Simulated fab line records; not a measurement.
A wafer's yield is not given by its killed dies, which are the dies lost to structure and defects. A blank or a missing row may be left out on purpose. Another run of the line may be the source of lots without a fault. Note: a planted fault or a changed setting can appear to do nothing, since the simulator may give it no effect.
Struck lot and sound lot, side by side || flow n5 finfet || 38 out of 1938 route steps
Sound: wafers L248.1, L248.5, L248.6. Wafers L260.3, L260.6 were the ones struck. The cause is given at the end.
Per side, at each step with rows, come the tool, then ch with its chambers, and then its first start. Under that, the readings that differ: sound wafers || struck wafers || difference of the means || sigmas: that difference in standard deviations of wafers without a fault.
alike: readings whose means differ by less than 2 such deviations, and words and numbers that are the same on both sides. not compared: withheld readings, readings that some wafer has no value for, bounds like >300 that may hide the same value, and numbers for which the record gives no deviation and whose values overlap.
A row with sigmas, a row that says differs or no value, or rows on one side alone: a step with any of these is where the two part. Non-overlapping numbers with no deviation appear without sigmas and do not part them. A reading that every wafer of one side lacks parts them only if that side has two wafers or more.

first, 11 steps without rows for these wafers: N5_BEOL_M2_SPUTTER_92 (material Cu, target thk 4.5 nm, time 8.29 s); N5_BEOL_M2_ANNEAL_93 (time 240 s); N5_BEOL_M2_SPUTTER_94 (material Cu, target thk 4.5 nm, time 8.29 s); N5_BEOL_M2_ANNEAL_95 (time 240 s); N5_BEOL_M2_SPUTTER_96 (material Cu, target thk 4.5 nm, time 8.29 s); N5_BEOL_M2_ECD_50 (material Cu, target thk 300 nm); N5_BEOL_M2_ANNEAL_51 (time 90 s); N5_BEOL_M2_CMP_52 (polishes, stops on SiOC, t overpolish 6.8 s, target thk 40 nm); N5_BEOL_M2_PRE_CLEAN_60 (time 15 s); N5_BEOL_M2_CO_CAP_55 (material Co, precursor CCTBA/H2, target thk 2 nm, time 102.1 s); N5_BEOL_M2_PRE_CLEAN_56 (time 15 s).
N5_BEOL_M2_DEP_57: deposits SiCN from 3MS/NH3, target thk 8 nm, time 14 s.
  sound on pecvd-04 ch 1,2, day 9 05:22; struck on pecvd-04 ch 0,1, day 12 03:32
{"reading": "model.SiCN_of_BEOL_M2_DEP_57.thk nm (nm)", "sound": "8 8 8", "struck": "14.4 14.6", "difference": "+6.5", "sigmas": ""}
  alike: showerhead plenum p Torr, throttle valve pct
then, 22 steps without rows for these wafers: N5_BEOL_M3_ILD_DEP_00 (deposits SiOC from DEMS/O2, target thk 79 nm, time 15.3 s); N5_BEOL_M3_PECVD_72 (deposits SiO2 from TEOS/O2, target thk 16 nm, time 18 s); N5_BEOL_M3_HM_DEP_02 (deposits TiN, target thk 20 nm); N5_BEOL_M3_COAT_61 (time 60 s, resist thk 60 nm); N5_BEOL_M3_COAT_62 (time 60 s, resist thk 12 nm); N5_BEOL_M3_COAT_73 (time 60 s, resist thk 5 nm); N5_BEOL_M3_COAT_05 (resist thk 30 nm); N5_BEOL_M3_EBR_07; N5_BEOL_M3_SOFTBAKE_06 (time 60 s); N5_BEOL_M3_EXPOSE_08 (exposes mask M3); N5_BEOL_M3_PEB_09 (peb time 60 s); N5_BEOL_M3_DEVELOP_10 (develop time 30 s); N5_BEOL_M3_DESCUM_16 (chemistry O2, time 7 s); N5_BEOL_M3_ETCH_74 (etches underlayer in N2/H2, target depth 6.5 nm, time 5.2 s); N5_BEOL_M3_ETCH_63 (etches SiARC in CF4, target depth 15.6 nm, time 26 s); N5_BEOL_M3_ETCH_64 (etches SOC in N2/H2, target depth 75 nm, overetch 15 nm, time 112.5 s); N5_BEOL_M3_STRIP_65 (strips in N2/H2); N5_BEOL_M3_STRIP_75 (strips in N2/H2); N5_BEOL_M3_STRIP_66 (strips in CF4); N5_BEOL_M3_HM_OPEN_17 (chemistry Cl2/BCl3, target TiN, target depth 20 nm, overetch 6 nm); N5_BEOL_M3_STRIP_19 (strips in O2); N5_BEOL_M3_COAT_67 (time 60 s, resist thk 60 nm).
N5_BEOL_M3_CMP_52: polishes, stops on SiOC, t overpolish 6.8 s, target thk 40 nm.
  sound on cmp-03 ch 1,2, day 10 07:40; struck on cmp-04 ch 1, day 12 21:32
{"reading": "barrier field endpoint s (s)", "sound": "23.7 24.2 24.9", "struck": "25.7 25.3", "difference": "+1.2", "sigmas": "+2"}
{"reading": "time to endpoint s (s)", "sound": "59.3 56.5 63.0", "struck": "68.3 66.9", "difference": "+8.0", "sigmas": "+3"}
{"reading": "model.Cu_of_BEOL_M3_ECD_50.thk nm (nm)", "sound": "39.6 39.6 40.2", "struck": "43.4 45.4", "difference": "+4.6", "sigmas": ""}
  alike: motor current A, overpolish run s, retaining ring pressure frac
N5_BEOL_M3_THK_MEAS_53: measures by xrf.
  sound on film metro-01 at day 10 07:58; struck on film metro-02 at day 12 21:48
{"reading": "M3_THK (nm)", "sound": "39.2 39.1 39.7", "struck": "43.3 45.4", "difference": "+5.0", "sigmas": "+4"}
N5_BEOL_M3_RS_MEAS_58: the measuring method here is four-point-probe.
  sound on film metro-01 at day 10 08:14; struck on film metro-01 at day 12 22:04
{"reading": "M3_RS (ohm/sq)", "sound": "0.676 0.677 0.663", "struck": "0.602 0.567", "difference": -0.088, "sigmas": -3}
N5_BEOL_M4_RC_MEAS_101:
  sound on prober-01 ch 0, day 10 14:47; struck on prober-01 ch 0, day 13 14:11
  alike: DIBL_N, DIBL_P, IOFF_N, IOFF_P, ION_N, ION_P, SS_N, SS_P, VT_N, VT_P

## WHERE THEY PART
First at N5_BEOL_M3_CMP_52; last, within this record, at N5_BEOL_M3_RS_MEAS_58. Later steps at which nothing parts them and some readings are alike: N5_BEOL_M4_RC_MEAS_101.

WHY: what had been put in by the simulator
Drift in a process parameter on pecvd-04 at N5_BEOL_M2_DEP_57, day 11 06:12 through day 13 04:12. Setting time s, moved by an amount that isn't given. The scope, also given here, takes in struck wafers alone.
